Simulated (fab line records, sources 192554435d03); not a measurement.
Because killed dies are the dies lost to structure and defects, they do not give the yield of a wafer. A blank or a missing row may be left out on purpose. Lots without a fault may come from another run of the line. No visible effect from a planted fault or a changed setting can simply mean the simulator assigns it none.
Matching of chambers || flow n5_finfet || 4 sister chambers for N5_BEOL_M0_ETCH_109 on rie_diel-01
The step etches SiCN in CH3F/O2, target depth 8 nm, overetch 2.4 nm, time 27.4 s. 8 wafers are shown with their chamber, then 7 later ones without.

WAFERS, EACH WITH ITS CHAMBER
{"wafer": "L081.6", "chamber": 0, "showerhead_plenum_p_Torr (Torr)": 2.11, "drypump_motor_current_A (A)": 5.7}
{"wafer": "L083.1", "chamber": 2, "showerhead_plenum_p_Torr (Torr)": 1.95, "drypump_motor_current_A (A)": 6.2}
{"wafer": "L083.6", "chamber": 1, "showerhead_plenum_p_Torr (Torr)": 2.02, "drypump_motor_current_A (A)": 5.8}
{"wafer": "L089.2", "chamber": 3, "showerhead_plenum_p_Torr (Torr)": 2.01, "drypump_motor_current_A (A)": 5.6}
{"wafer": "L089.4", "chamber": 2, "showerhead_plenum_p_Torr (Torr)": 1.94, "drypump_motor_current_A (A)": 6.2}
{"wafer": "L089.5", "chamber": 1, "showerhead_plenum_p_Torr (Torr)": 2.02, "drypump_motor_current_A (A)": 5.7}
{"wafer": "L093.1", "chamber": 3, "showerhead_plenum_p_Torr (Torr)": 2.01, "drypump_motor_current_A (A)": 5.6}
{"wafer": "L093.3", "chamber": 0, "showerhead_plenum_p_Torr (Torr)": 2.10, "drypump_motor_current_A (A)": 5.8}

WAFERS WITH NO CHAMBER GIVEN
{"wafer": "L093.5", "showerhead_plenum_p_Torr (Torr)": 1.94, "drypump_motor_current_A (A)": 6.2}
{"wafer": "L095.1", "showerhead_plenum_p_Torr (Torr)": 2.00, "drypump_motor_current_A (A)": 5.6}
{"wafer": "L095.2", "showerhead_plenum_p_Torr (Torr)": 2.01, "drypump_motor_current_A (A)": 5.7}
{"wafer": "L095.4", "showerhead_plenum_p_Torr (Torr)": 1.94, "drypump_motor_current_A (A)": 6.2}
{"wafer": "L094.1", "showerhead_plenum_p_Torr (Torr)": 1.94, "drypump_motor_current_A (A)": 6.3}
{"wafer": "L094.4", "showerhead_plenum_p_Torr (Torr)": 2.00, "drypump_motor_current_A (A)": 5.6}
{"wafer": "L094.5", "showerhead_plenum_p_Torr (Torr)": 1.94, "drypump_motor_current_A (A)": 6.2}

EACH ONE'S CHAMBER
{"wafer": "L093.5", "from the rows above": 2, "in truth": 2}
{"wafer": "L095.1", "from the rows above": 3, "in truth": 3}
{"wafer": "L095.2", "from the rows above": "can't be placed: 3 or 1", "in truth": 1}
{"wafer": "L095.4", "from the rows above": 2, "in truth": 2}
{"wafer": "L094.1", "from the rows above": 2, "in truth": 2}
{"wafer": "L094.4", "from the rows above": 3, "in truth": 3}
{"wafer": "L094.5", "from the rows above": 2, "in truth": 2}
Placed correctly: 6 of 7. Unplaceable from these rows: 1, with the true chamber sitting among the candidates in 1. Placed wrongly: 0.
How it was worked out, from the rows above alone: a wafer's distance from a chamber is the root of the sum, over the readings, of the square of ((its reading less the chamber's mean) divided by the reading's scatter). The wafer belongs to the nearest chamber; if the next one is less than 2 further off, it can't be placed. A chamber's mean is the mean of its shown wafers. The scatter: take each reading less its chamber's mean, square it, sum over the shown wafers, divide by the number of wafers less the number of chambers, and take the root.
